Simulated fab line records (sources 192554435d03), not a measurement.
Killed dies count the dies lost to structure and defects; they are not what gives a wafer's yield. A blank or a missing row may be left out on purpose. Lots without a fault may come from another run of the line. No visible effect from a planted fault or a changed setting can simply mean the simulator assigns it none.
fab line records -- flow n5-finfet
[record] lots = 10, wafers = 28, last-day = 19
route steps=1938 shown HKMG_FIN@441 GATE_CUT@466 BEOL_M4@1111 PASSIVATION@1936
lots with no fault: from the same line, run without faults
start-h: hours from the record's opening day to when the first of the lot's shown wafers began -- wait-h: hours since the lot's step before -- " the same as in the row above -- L1.1+2: one row covering several wafers at once -- - no value, or no start given -- * or withheld: withheld -- < > ~ a bound
route shown NAME@n: names a module that has steps shown in the file, with the first one's number in the route -- usual: average and standard deviation across the fault-free wafers -- same: alike in all rows -- chamber/n: place in a boat -- sites: readings site by site -- _std_site: the values' standard deviation -- _edge_site: outer sites' mean less inner sites' -- radius-mm: how far each site lies from the wafer's centre -- mask NAME#n: copy n -- behind: the tool/chamber that last shaped the wafer -- hold: cause of the lot's hold/its duration in hours/its outcome -- device: the n, p or np transistor that did not switch -- end of line: at the end of the route, the tests of the same wafers -- where a step has no rows: the recipe by itself -- killed: count of dies lost to structure and defects at first sort (not the wafer's yield) -- map: the dies of a wafer, with x for killed, . for not killed, _ for no die there
set.NAME: the setting the step ran with; set.NAME@STEP: the setting that earlier step ran with -- model.NAME: the simulator's own value behind a step, which no gauge read
one table for each step of the route and one row for each wafer, over a sample of lots
services: the hour from which a tool's chamber was out of use, counted from the record's first day as start-h (under 0 if before that day), plus the number of hours and why
[[steps]]
[step N5_HKMG_FIN_STRIP_19]
[recipe] chemistry = N2/H2, power-w = 2500, temp-c = 300, h2-frac = 0.65, time-s = 360, pressure-mtorr = withheld, n2-flow-sccm = 1750, h2-flow-sccm = 3250
[usual] drypump-motor-current-A = 5.89/0.19, heater-power-w = 463/43, n2-flow-sccm = 1750/5.7
[same] time-s = 360
lot.wafer,tool,chamber,start-h,wait-h,drypump-motor-current-A,heater-power-w,n2-flow-sccm,rf-hours-counter-h
L772.1,plasma-asher-02,1,78.70,0.0,5.62,521,1743,78
L772.3,plasma-asher-02,1,78.70,0.0,5.63,515,1738,-
L772.6,plasma-asher-02,0,78.70,0.0,6.10,426,1752,-
L777.1,plasma-asher-01,0,111.25,0.0,6.01,473,1756,42
L777.4,plasma-asher-01,1,111.25,0.0,5.77,422,1742,-
L777.6,plasma-asher-01,0,111.25,0.0,6.01,485,1750,-
L783.2,plasma-asher-01,1,149.87,0.0,5.79,422,1758,50
L783.6,plasma-asher-01,1,149.87,0.0,5.77,431,1744,-
L785.1,plasma-asher-01,1,156.89,0.0,5.78,422,1750,54
L785.5,plasma-asher-01,0,156.89,0.0,6.03,478,1757,-
L787.2,plasma-asher-01,0,169.16,0.0,6.03,489,1751,56
L787.3,plasma-asher-01,0,169.16,0.0,6.03,483,1746,-
L787.6,plasma-asher-01,0,169.16,0.0,6.03,475,1751,-
L788.3,plasma-asher-01,1,174.41,0.1,5.79,425,1753,-
L788.4,plasma-asher-01,0,174.41,0.1,6.03,486,1748,-
L788.5,plasma-asher-01,1,174.41,0.1,5.77,426,1752,-
L789.1,plasma-asher-02,0,178.27,0.0,6.13,434,1743,93
L789.2,plasma-asher-02,1,178.27,0.0,5.64,536,1755,93
L789.6,plasma-asher-02,1,178.27,0.0,5.62,518,1747,-
L790.1,plasma-asher-01,0,186.59,0.0,6.02,478,1744,60
L790.2,plasma-asher-01,1,186.59,0.0,5.77,422,1753,60
L790.6,plasma-asher-01,0,186.59,0.0,6.02,487,1739,-
L792.1,plasma-asher-02,0,200.30,0.0,6.13,431,1742,99
L792.2,plasma-asher-02,1,200.30,0.0,5.62,542,1745,99
L792.5,plasma-asher-02,1,200.30,0.0,5.63,537,1747,-
L794.2,plasma-asher-01,0,215.66,0.0,6.01,479,1756,64
L794.4,plasma-asher-01,1,215.66,0.0,5.77,427,1760,-
L794.5,plasma-asher-01,1,215.66,0.0,5.77,423,1759,-
[step N5_HKMG_FIN_ALD_71]
[recipe] material = TiN, target-thk-a = 10, temp-c = 400, ald-precursor-family = TiCl4, ald-co-reactant = NH3, pulse-time-s = 1, purge-time-s = 3, co-reactant-purge-time-s = 2, co-reactant-pulse-time-s = 2, ald-cycles = 47, pressure-torr = 3
[usual] ald-cycles = 47/0, heater-power-outer-w = 517/74, heater-power-w = 826/93, precursor-pulse-height-rel = 1.000/0.021
lot.wafer,tool,chamber,start-h,wait-h,ald-cycles,heater-power-outer-w,heater-power-w,precursor-pulse-height-rel,since-wet-clean-h
L772.1,ald-metal-02,2,80.28,0.0,47,437,688,1.004,5897
L772.3,ald-metal-02,1,80.28,0.0,47,505,754,1.010,5897
L772.6,ald-metal-02,0,80.28,0.0,47,669,943,1.035,-
L777.1,ald-metal-01,2,112.76,0.0,47,474,706,1.016,1314
L777.4,ald-metal-01,1,112.76,0.0,47,446,809,0.983,1314
L777.6,ald-metal-01,3,112.76,0.0,47,503,829,0.995,-
L783.2,ald-metal-02,2,151.33,0.0,47,441,734,0.990,5968
L783.6,ald-metal-02,1,151.33,0.0,47,502,766,1.009,-
L785.1,ald-metal-03,1,158.35,0.0,47,561,821,0.998,2898
L785.5,ald-metal-03,0,158.35,0.0,47,546,945,1.010,-
L787.2,ald-metal-02,1,170.68,0.0,47,504,770,1.020,5987
L787.3,ald-metal-02,2,170.68,0.0,47,434,698,0.975,5987
L787.6,ald-metal-02,1,170.68,0.0,47,492,753,0.976,-
L788.3,ald-metal-02,3,175.75,0.0,47,482,766,1.009,5993
L788.4,ald-metal-02,2,175.75,0.0,47,442,717,0.988,5993
L788.5,ald-metal-02,2,175.75,0.0,47,429,699,1.017,-
L789.1,ald-metal-01,3,179.73,0.0,47,499,839,0.973,1381
L789.2,ald-metal-01,1,179.73,0.0,47,428,817,1.021,1381
L789.6,ald-metal-01,2,179.73,0.0,47,477,714,0.999,-
L790.1,ald-metal-01,0,188.24,0.0,47,564,907,0.991,1390
L790.2,ald-metal-01,1,188.24,0.0,47,448,817,1.030,1390
L790.6,ald-metal-01,1,188.24,0.0,47,459,807,1.002,-
L792.1,ald-metal-02,3,201.76,0.0,47,464,789,0.987,6019
L792.2,ald-metal-02,1,201.76,0.0,47,496,754,1.000,6019
L792.5,ald-metal-02,0,201.76,0.0,47,664,990,0.986,-
L794.2,ald-metal-02,0,217.13,0.0,47,663,999,1.005,6034
L794.4,ald-metal-02,1,217.13,0.0,47,507,764,1.004,6034
L794.5,ald-metal-02,2,217.13,0.0,47,427,732,0.998,-
[step N5_HKMG_FIN_ALD_21]
[recipe] material = TiN, target-thk-a = 15, temp-c = 400, ald-precursor-family = TiCl4, ald-co-reactant = NH3, pulse-time-s = 1, purge-time-s = 3, co-reactant-purge-time-s = 2, co-reactant-pulse-time-s = 2, ald-cycles = 68, pressure-torr = 3
[usual] ald-cycles = 68/0, heater-power-outer-w = 539/77, heater-power-w = 853/89, precursor-pulse-height-rel = 1.000/0.02
lot.wafer,tool,chamber,start-h,wait-h,ald-cycles,heater-power-outer-w,heater-power-w,precursor-pulse-height-rel,since-wet-clean-h
L772.1,ald-metal-01,2,81.38,0.3,68,467,734,0.981,1283
L772.3,ald-metal-01,3,81.38,0.3,68,502,849,1.002,1283
L772.6,ald-metal-01,1,81.38,0.3,68,443,815,0.998,-
L777.1,ald-metal-03,0,113.84,0.3,68,527,934,0.996,2854
L777.4,ald-metal-03,2,113.84,0.3,68,657,995,1.011,2854
L777.6,ald-metal-03,3,113.84,0.3,68,583,923,1.005,-
L783.2,ald-metal-01,3,152.77,0.3,53,502,840,1.026,1354
L783.6,ald-metal-01,1,152.77,0.3,68,444,809,1.024,-
L785.1,ald-metal-01,3,159.52,0.3,68,498,845,1.024,1361
L785.5,ald-metal-01,3,159.52,0.3,53,505,855,0.982,-
L787.2,ald-metal-03,1,171.76,0.3,68,559,835,0.973,2912
L787.3,ald-metal-03,3,171.76,0.3,68,575,916,1.025,2912
L787.6,ald-metal-03,0,171.76,0.3,68,536,927,0.986,-
L788.3,ald-metal-02,1,176.83,0.1,68,498,737,1.012,5994
L788.4,ald-metal-02,3,176.83,0.1,68,468,779,0.967,5994
L788.5,ald-metal-02,3,176.83,0.1,68,456,789,0.985,-
L789.1,ald-metal-02,0,180.81,0.3,68,654,971,0.984,5998
L789.2,ald-metal-02,2,180.81,0.3,68,436,712,1.008,5998
L789.6,ald-metal-02,2,180.81,0.3,68,432,712,1.004,-
L790.1,ald-metal-02,1,189.33,0.3,68,494,780,1.016,6006
L790.2,ald-metal-02,3,189.33,0.3,68,458,770,0.990,6006
L790.6,ald-metal-02,2,189.33,0.3,68,432,701,1.003,-
L792.1,ald-metal-02,0,202.94,0.3,68,655,953,0.983,6020
L792.2,ald-metal-02,3,202.94,0.3,68,463,783,1.005,6020
L792.5,ald-metal-02,3,202.94,0.3,68,472,766,0.966,-
L794.2,ald-metal-03,0,218.22,0.3,68,548,941,0.962,2958
L794.4,ald-metal-03,3,218.22,0.3,68,576,924,1.003,2958
L794.5,ald-metal-03,2,218.22,0.3,68,659,978,1.017,-
[step N5_GATE_CUT_ETCH_56]
[recipe] chemistry = Cl2/Ar, target = TiN, target-depth-a = 216, pressure-mtorr = 10, icp-w = 600, bias-w = 60, Cl2_flow_sccm = 40, Ar_flow_sccm = 60
[usual] drypump-motor-current-A = 5.2/0.37, mfc-cl2-sccm = 39.99/0.12, oes-product-au = 0.74/0.15, throttle-valve-pct = 21.0/0.38
lot.wafer,tool,chamber,start-h,wait-h,drypump-motor-current-A,mfc-cl2-sccm,oes-product-au,rf-hours-counter-h,throttle-valve-pct
L772.1,rie-metal-01,0,82.78,0.1,4.8,40.03,0.59,116,21.3
L772.3,rie-metal-01,0,82.78,0.1,4.8,39.89,0.59,-,21.3
L772.6,rie-metal-01,0,82.78,0.1,4.8,39.89,0.60,-,21.3
L777.1,rie-metal-01,1,115.27,0.1,5.6,40.04,0.62,120,21.3
L777.4,rie-metal-01,0,115.27,0.1,4.8,40.12,0.58,-,21.3
L777.6,rie-metal-01,0,115.27,0.1,4.8,40.01,0.58,-,21.3
L783.2,rie-metal-01,0,154.23,0.1,4.8,40.13,0.58,122,21.3
L783.6,rie-metal-01,1,154.23,0.1,5.6,39.83,0.62,-,21.3
L785.1,rie-metal-01,0,160.92,0.1,4.8,40.02,0.58,122,21.3
L785.5,rie-metal-01,1,160.92,0.1,5.6,40.24,0.62,-,21.3
L787.2,rie-metal-01,1,173.22,0.1,5.6,40.05,0.62,123,21.3
L787.3,rie-metal-01,0,173.22,0.1,4.8,39.94,0.57,-,21.3
L787.6,rie-metal-01,0,173.22,0.1,4.8,39.93,0.58,-,21.3
L788.3,rie-metal-01,0,178.27,0.1,4.8,39.86,0.58,-,21.3
L788.4,rie-metal-01,1,178.27,0.1,5.6,39.85,0.63,-,21.3
L788.5,rie-metal-01,0,178.27,0.1,4.8,39.91,0.57,-,21.3
L789.1,rie-metal-03,1,182.21,0.1,5.4,40.10,0.83,28,20.8
L789.2,rie-metal-03,0,182.21,0.1,5.0,40.08,0.92,9,20.5
L789.6,rie-metal-03,0,182.21,0.1,5.0,40.03,0.92,-,20.5
L790.1,rie-metal-03,1,190.73,0.1,5.4,39.98,0.83,29,20.8
L790.2,rie-metal-03,0,190.73,0.1,5.1,40.02,0.91,10,20.5
L790.6,rie-metal-03,0,190.73,0.1,5.0,40.12,0.90,-,20.5
L792.1,rie-metal-01,1,204.34,0.1,5.6,39.99,0.62,126,21.3
L792.2,rie-metal-01,0,204.34,0.1,4.8,39.87,0.57,126,21.3
L792.5,rie-metal-01,0,204.34,0.1,4.8,39.87,0.58,-,21.3
L794.2,rie-metal-02,1,219.61,0.1,5.1,39.90,0.89,15,20.8
L794.4,rie-metal-02,0,219.61,0.1,5.9,40.03,0.78,-,20.3
L794.5,rie-metal-02,1,219.61,0.1,5.1,39.60,0.90,-,20.8
[step N5_BEOL_M4_RC_MEAS_101]
[usual] DIBL_N = 35.8/1.7, DIBL_P = 35.3/2, IOFF_N = 0.150/0.026, IOFF_P = 0.194/0.029, ION_N = 667/11, ION_P = 456/7.1, SS_N = 71.4/0.65, SS_P = 73.1/0.64, VT_N = 251/3, VT_P = -252/3.2
lot.wafer,tool,chamber,start-h,wait-h,DIBL_N[mV/V],DIBL_P[mV/V],IOFF_N[nA/um],IOFF_P[nA/um],ION_N[uA/um],ION_P[uA/um],SS_N[mV/dec],SS_P[mV/dec],VT_N[mV],VT_P[mV]
L772.1,prober-01,0,209.88,0.0,36.5,36.8,0.156,0.193,678,461,72.2,73.0,253,-252
L772.3,prober-01,0,209.88,0.0,32.5,32.0,0.103,0.136,649,447,70.9,71.8,258,-258
L772.6,prober-01,0,209.88,0.0,35.6,36.5,0.150,0.190,675,466,71.2,74.1,250,-254
L777.1,prober-02,0,248.07,0.0,33.9,32.9,0.125,0.150,669,448,71.4,72.4,255,-255
L777.4,prober-02,0,248.07,0.0,31.8,31.0,0.097,0.135,644,443,69.8,72.2,256,-257
L777.6,prober-02,0,248.07,0.0,34.2,33.7,0.125,0.157,662,453,71.0,72.5,253,-254
L783.2,prober-02,0,286.73,0.2,37.4,38.0,0.163,0.246,681,466,70.8,73.6,250,-247
L783.6,prober-02,0,286.73,0.2,35.1,34.1,0.126,0.182,656,449,70.7,72.2,253,-250
L785.1,prober-01,0,286.95,0.0,35.4,34.1,0.146,0.177,670,454,71.3,72.7,251,-253
L785.5,prober-01,0,286.95,0.0,36.5,34.9,0.155,0.184,661,453,71.7,73.5,251,-252
L788.3,prober-01,0,313.59,0.3,34.5,34.0,0.121,0.179,650,454,71.1,73.7,254,-250
L788.4,prober-01,0,313.59,0.3,34.4,32.9,0.116,0.167,656,451,70.8,72.8,255,-255
L788.5,prober-01,0,313.59,0.3,36.1,35.3,0.143,0.204,668,455,71.9,72.8,253,-251
L787.2,prober-02,0,313.86,0.2,36.2,37.5,0.165,0.234,667,458,71.4,74.2,244,-247
L787.3,prober-02,0,313.86,0.2,37.0,36.5,0.162,0.206,678,464,71.6,73.9,249,-249
L787.6,prober-02,0,313.86,0.2,35.2,35.8,0.137,0.201,659,459,71.2,73.3,250,-250
L790.1,prober-02,0,327.20,0.0,36.4,34.8,0.156,0.168,648,436,72.4,73.4,254,-253
L790.2,prober-02,0,327.20,0.0,35.6,34.5,0.137,0.160,665,450,71.5,73.4,251,-254
L790.6,prober-02,0,327.20,0.0,38.0,37.2,0.190,0.194,679,455,72.3,74.3,248,-253
L789.1,prober-01,0,327.92,0.2,38.3,35.3,0.174,0.187,662,449,72.7,73.4,247,-253
L789.2,prober-01,0,327.92,0.2,34.6,32.8,0.125,0.152,664,457,70.5,71.7,250,-254
L789.6,prober-01,0,327.92,0.2,37.8,36.3,0.165,0.194,672,459,71.2,72.6,249,-252
L792.1,prober-01,0,338.72,0.0,33.6,33.6,0.139,0.173,664,454,70.7,72.6,250,-253
L792.2,prober-01,0,338.72,0.0,33.7,32.3,0.123,0.147,652,452,70.9,71.9,254,-257
L792.5,prober-01,0,338.72,0.0,33.3,32.0,0.122,0.149,652,445,70.9,72.5,251,-256
L794.2,prober-02,0,347.74,0.2,37.6,35.2,0.177,0.217,680,463,71.3,73.9,248,-248
L794.4,prober-02,0,347.74,0.2,36.5,35.3,0.159,0.212,669,461,70.4,72.7,250,-250
L794.5,prober-02,0,347.74,0.2,36.8,36.0,0.167,0.225,679,464,71.2,73.7,250,-252
[step N5_PASSIVATION_PROBE_49]
[usual] defect-limited-yield = 91.5/1.4, killed_at_M0_to_M3 = 34/11, killed_at_M4_up = 15/6, killed-at-contacts = 11/5.9, killed-at-front-end = 37/11, killed-at-other = 3.6/2.9, killed-dies = 101/17, killed-open = 66/12, killed-short = 33/7.8, sort_bin_5_function = 5.0/0.97, sort_bin_6_memory = 3.2/0.65, sort_bin_8_speed = 0.02/0.2, sort-n-pass = 1079/17, sort-yield-pct = 91.4/1.4
[same] gross-dies = 1180, killed-at-back-side = 0, sort_bin_4_leakage[%] = 0
lot.wafer,tool,chamber,start-h,wait-h,defect-limited-yield[%],killed_at_M0_to_M3,killed_at_M4_up,killed-at-contacts,killed-at-front-end,killed-at-other,killed-dies,killed-open,killed-short,sort_bin_5_function[%],sort_bin_6_memory[%],sort_bin_8_speed[%],sort-n-pass,sort-yield-pct[%]
L777.1,prober-02,-,354.61,0.0,93.6,16,20,9,29,1,75,56,17,3.7,2.4,0,1105,93.6
L777.4,prober-02,-,354.76,0.2,93.1,27,15,6,34,0,82,50,29,4.2,2.6,0,1098,93.1
L777.6,prober-02,-,354.86,0.3,92.4,29,13,5,43,0,90,60,27,3.7,3.5,0,1090,92.4
L783.6,prober-02,-,402.05,0.3,92.3,39,13,6,32,1,91,59,31,3.6,3.8,0,1089,92.3
L787.2,prober-01,-,423.70,0.1,93.0,19,4,19,36,5,83,49,32,3.3,3.6,0,1097,93.0
L787.3,prober-01,-,423.75,0.1,91.4,29,16,12,40,5,102,60,39,5.5,3.0,0,1078,91.4
L787.6,prober-01,-,423.90,0.3,93.7,19,11,6,36,2,74,46,25,3.4,2.5,0,1106,93.7
// killed by level:class
L777.1 BEOL_M4:geometric-particle:open=10 FIN_SAQP:geometric-particle:open=9 MOL_CONTACT_COAG:geometric-particle:open=7 GATE_CUT:geometric-particle:open=5 GATE_CUT:geometric-particle:short=4 BEOL_M6:geometric-particle:open=4 BEOL_M1:geometric-particle:open=4 BEOL_M2:geometric-particle:open=4
L777.4 BEOL_M2:geometric-particle:short=9 MOL_CONTACT_COAG:geometric-particle:open=6 FIN_SAQP:geometric-particle:short=5 BEOL_M4:geometric-particle:open=5 STARTING-WAFER:geometric-particle:open=5 STI_FIN_REVEAL:geometric-particle:open=4 GATE_CUT:geometric-particle:open=4 BEOL_M2:geometric-particle:open=4
L777.6 FIN_SAQP:geometric-particle:short=10 BEOL_M4:geometric-particle:open=8 STI_FIN_REVEAL:geometric-particle:open=7 DUMMY_GATE:geometric-particle:open=7 BEOL_M3:geometric-particle:open=7 BEOL_M0_SAQP:geometric-particle:open=6 BEOL_M2:geometric-particle:short=6 FIN_SAQP:geometric-particle:open=5
L783.6 GATE_CUT:geometric-particle:short=7 BEOL_M0_SAQP:geometric-particle:short=7 BEOL_M0_SAQP:geometric-particle:open=7 BEOL_M3:geometric-particle:open=6 BEOL_M4:geometric-particle:open=6 FIN_SAQP:geometric-particle:open=5 MOL_CONTACT_COAG:geometric-particle:open=5 BEOL_M2:geometric-particle:open=5
L787.2 MOL_CONTACT_COAG:geometric-particle:open=13 FIN_SAQP:geometric-particle:short=12 STI_FIN_REVEAL:geometric-particle:open=8 BEOL_M0_SAQP:geometric-particle:open=8 MOL_CONTACT_COAG:geometric-particle:short=5 BEOL_M0_SAQP:geometric-particle:short=4 STARTING-WAFER:geometric-particle:open=4 FIN_SAQP:geometric-particle:open=3
L787.3 BEOL_M2:geometric-particle:open=10 STI_FIN_REVEAL:geometric-particle:open=8 MOL_CONTACT_COAG:geometric-particle:open=8 BEOL_M4:geometric-particle:open=8 FIN_SAQP:geometric-particle:short=6 STI_FIN_REVEAL:geometric-particle:short=4 BEOL_M0_SAQP:geometric-particle:short=4 SPACER0:geometric-particle:open=4
L787.6 FIN_SAQP:geometric-particle:short=7 FIN_SAQP:geometric-particle:open=7 MOL_CONTACT_COAG:geometric-particle:open=6 BEOL_M0_SAQP:geometric-particle:open=5 BEOL_M4:geometric-particle:open=5 BEOL_M2:geometric-particle:open=4 STI_FIN_REVEAL:geometric-particle:open=3 ILD0:geometric-particle:open=3
[[services]]
tool,chamber,start-h,hours,kind
rie-metal-03,0,57.57,-,clean
rie-metal-03,0,57.57,14.5,scheduled-down
rie-metal-03,0,57.57,14.5,vent-cycle
ald-metal-03,3,94.58,-,calibration
rie-metal-02,1,102.76,13.0,repair
rie-metal-01,-,122.63,0.3,repair
plasma-asher-02,-,140.98,21.8,repair
plasma-asher-01,-,188.63,5.5,repair
rie-metal-02,-,204.92,0.7,repair
rie-metal-01,1,217.15,-,clean
rie-metal-01,1,217.15,18.8,scheduled-down
rie-metal-01,1,217.15,18.8,vent-cycle
[[key]]
[first-sign] step = N5_HKMG_FIN_ALD_21, reading = ald-cycles, direction = down, sigmas = 99+, usual = *, struck = *
effect none on later readings
met-at N5_HKMG_FIN_ALD_21
struck-lots L783,L785
struck-wafers L783.2,L785.5
not-acting-at N5_HKMG_FIN_STRIP_19,N5_HKMG_FIN_ALD_71,N5_GATE_CUT_ETCH_56
onset-between 81.38 152.77
[fault] kind = process-parameter-drift, tool = ald-metal-01, chamber = -, onset-h = 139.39, steps = N5_HKMG_FIN_ALD_21, channel = ald-cycles, offset = *, shape = step, end-h = 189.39, scope = struck-wafers-only, acts-in = *, stated = *
